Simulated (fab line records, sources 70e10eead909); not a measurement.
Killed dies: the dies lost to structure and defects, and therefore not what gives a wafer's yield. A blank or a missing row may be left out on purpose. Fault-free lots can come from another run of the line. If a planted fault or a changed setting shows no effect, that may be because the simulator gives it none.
Chamber matching | flow nand-harc | NHARC_A_STAIRCASE_CMP_472 on cmp-04: 4 sister chambers
The step polishes SiO2. 4 wafers are shown with their chamber, then 7 later ones without.

== WAFERS WITH THEIR CHAMBER ==
wafer  | chamber | motor-current-A (A)
L209.3 | 3       | 11.6
L212.5 | 2       | 11.9
L213.2 | 1       | 10.8
L213.3 | 0       | 11.3

== WAFERS WITHOUT THEIR CHAMBER ==
wafer  | motor-current-A (A)
L213.5 | 11.8
L214.1 | 11.2
L214.3 | 12.2
L214.5 | 11.9
L216.2 | 12.2
L216.3 | 11.7
L216.6 | 12.3

== EACH ONE'S CHAMBER ==
wafer  | from the rows above          | in truth
L213.5 | can't be placed: 2 or 3 or 0 | 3
L214.1 | can't be placed: 0 or 1 or 3 | 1
L214.3 | can't be placed: 2 or 3      | 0
L214.5 | can't be placed: 2 or 3      | 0
L216.2 | can't be placed: 2 or 3      | 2
L216.3 | can't be placed: 3 or 2 or 0 | 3
L216.6 | can't be placed: 2 or 3      | 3
0 of 7 placed correctly. From these rows, 7 cannot be placed; in 5 the true chamber is one of the candidates. Placed wrongly: 0.
How it was worked out, from the rows above alone: a wafer's distance from a chamber is the root of the sum, over the readings, of the square of ((its reading less the chamber's mean) divided by the reading's scatter). If the next closest chamber is less than 2 further off than the closest, the wafer can't be placed; otherwise it belongs to the closest. For every chamber, the mean is computed from those of its wafers that are shown. The scatter: root of mean squared gap, hidden wafer to nearest shown wafer, with one shown wafer a chamber.
